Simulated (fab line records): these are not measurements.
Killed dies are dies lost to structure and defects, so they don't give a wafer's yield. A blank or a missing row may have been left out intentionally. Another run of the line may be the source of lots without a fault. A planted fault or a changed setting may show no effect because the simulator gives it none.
Struck lot and sound lot, side by side ; flow n5_finfet ; 34 out of 1938 route steps
Sound: the wafers L171.2, L171.4, L171.6. Struck: wafer L154.1. (L154.3 of the same lot was not struck and is left out.) The cause comes at the end.
Each step with rows lists, per side, the tool, then ch with its chambers, then its first start. Under that, the readings that differ: sound wafers ; struck wafers ; difference of the means ; sigmas: that difference in standard deviations of wafers without a fault.
alike: words and numbers the same on both sides, and readings whose means are apart by under 2 such deviations; not compared: readings that were withheld, readings missing a value for some wafer, numbers with overlapping values and no deviation given by the record, and bounds like >300 which may hide the same value.
The two part at a step that has a row with sigmas, a row that says differs or no value, or rows on one side only. Numbers that have no deviation but don't overlap get no sigmas and don't part them. Lack of a reading on every wafer of one side parts them only where that side has two or more wafers.

first, 9 steps without rows for these wafers: N5_SD_EPI_P_DEVELOP_08 (develop time 30 s); N5_SD_EPI_P_DESCUM_14 (chemistry O2, time 7.9 s); N5_SD_EPI_P_ETCH_36 (etches SiARC in CF4, target depth 45.5 nm, time 75.8 s); N5_SD_EPI_P_ETCH_37 (etches SOC in N2/H2, overetch 108 nm, time 486 s); N5_SD_EPI_P_STRIP_38 (strips in N2/H2); N5_SD_EPI_P_ETCHBACK_46 (etches SiNx in CH3F/O2, stops on SiO2, target depth 17.5 nm); N5_SD_EPI_P_ETCH_47 (etches SiOCN in CH3F/O2, target depth 25 nm); N5_SD_EPI_P_ETCH_16 (etches SiO2 in CHF3/O2, target depth 5 nm); N5_SD_EPI_P_STRIP_50 (strips in CHF3/O2).
N5_SD_EPI_P_SD_RECESS_17: chemistry HBr/Cl2/O2, target depth 39.1 nm, bt time 3 s.
  sound on rie_si-04 ch 0,2, day 8 20:13; struck on rie_si-06 ch 0, day 4 18:23
reading;sound;struck;difference;sigmas
model.SD_EPI_P.feature_depth_nm (nm);39.4 39.4 38.8;47.6;+8.4;
model.etch.depth_nm (nm);39.37 39.31 38.77;47.51;+8.36;
  alike: drypump_motor_current_A, mfc_cl2_sccm, oes_product_au, throttle_valve_pct
  not compared: rf_hours_counter_h
then, 22 steps without rows for these wafers: N5_SD_EPI_P_WET_ETCH_45 (etches SiO2 in dHF, time 10.7 s, target depth 2 nm, rinse time 30 s); N5_SD_EPI_P_STRIP_40 (strips in N2/H2); N5_SD_EPI_P_PRECLEAN_52 (cleans in O3/DIW, time 60 s); N5_SD_EPI_P_SRD_20 (time 30 s); N5_SD_EPI_P_PRECLEAN_51 (cleans in NF3:NH3, afs cycles 1, time 20 s, sublimation time 60 s); N5_SD_EPI_P_VAPOR_ETCH_44 (etches SiGe30 in NF3/Ar, time 3.3 s); N5_SD_EPI_P_EPI_21 (deposits SiGe:B, time 355 s); N5_SD_EPI_P_HM_STRIP_48 (strips SiNx in H3PO4, material SiNx, target depth 3 nm); N5_SD_EPI_P_SRD_49 (time 30 s); N5_SD_EPI_P_PRECLEAN_24 (cleans in O3/DIW, time 45 s); N5_SD_EPI_P_PRECLEAN_32 (cleans in dHF, time 10 s); N5_SD_EPI_P_PRECLEAN_33 (cleans in SC2, time 45 s); N5_SD_EPI_P_SRD_25 (time 30 s); N5_SD_ACTIVATION_RTA_00 (time 0 s); N5_SD_ACTIVATION_LSA_01 (time 0.0008 s); N5_ILD0_LINER_00 (material SiNx, target thk 4 nm, pulse time 1 s, purge time 2 s); N5_ILD0_FCVD_FILL_01 (material SiO2 flowable, target thk 200 nm, time 328.3 s); N5_ILD0_CURE_02 (time 1800 s); N5_ILD0_CMP_03 (polishes, stops on SiNx, t overpolish 1.9 s, target thk 197.38 nm); N5_ILD0_CMP_07 (polishes SiO2 flowable, stops on poly-Si, t overpolish 1.18 s, target thk 138.88 nm); N5_ILD0_PRECLEAN_10 (cleans in NF3:NH3, afs cycles 5, time 20 s, sublimation time 60 s); N5_ILD0_ALD_15 (deposits SiNx, target thk 24 nm, pulse time 1 s, ald cycles 480).
-- the record jumps here: 6 days lie between the struck wafers' starts before and after (it left off in module ILD0 and takes up again in module BEOL_M4, whose first step shown is number 1111 of the route) --
N5_BEOL_M4_RC_MEAS_101:
  sound on prober-01 ch 0, day 13 19:21; struck on prober-02 ch 0, day 10 15:21
reading;sound;struck;difference;sigmas
DIBL_P (mV/V);37.2 35.8 37.3;47.1;+10.3;+7
IOFF_P (nA/um);0.28 0.25 0.27;0.94;+0.67;+20
IOFF_P_85C (nA/um);4.7 4.2 4.6;12.6;+8.1;+17
ION_P (uA/um);472 465 472;488;+18;+2
SS_P (mV/dec);73.8 72.6 73.5;83.1;+9.8;+18
  alike: DIBL_N, IOFF_N, IOFF_P_LIN, ION_N, SS_N, VT_N, VT_P, VT_P_LVT
-- here the record skips 5 days between the struck wafers' starts before and after, leaving off in module BEOL_M4 and picking up in module PASSIVATION (first step shown: number 1936 of the route) --
N5_PASSIVATION_PROBE_49:
  sound: prober-01 at day 18 00:28; struck: prober-01 at day 15 04:39
reading;sound;struck;difference;sigmas
killed_at_contacts;6 0 11;27;+21;+4
sort_bin_4_leakage (%);0 0 0;87.12;+87.12;
sort_n_pass;1076 1079 1088;34;-1047;-65
sort_yield_pct (%);91.2 91.4 92.2;2.9;-88.7;-63
  alike: defect_limited_yield, killed_at_M0_to_M3, killed_at_M4_up, killed_at_front_end, killed_at_other, killed_dies, killed_open, killed_short, sort_bin_5_function, sort_bin_6_memory

## WHERE THEY PART
Earliest at N5_BEOL_M4_RC_MEAS_101; latest, in this record, at N5_PASSIVATION_PROBE_49.

WHY: what had been put in by the simulator
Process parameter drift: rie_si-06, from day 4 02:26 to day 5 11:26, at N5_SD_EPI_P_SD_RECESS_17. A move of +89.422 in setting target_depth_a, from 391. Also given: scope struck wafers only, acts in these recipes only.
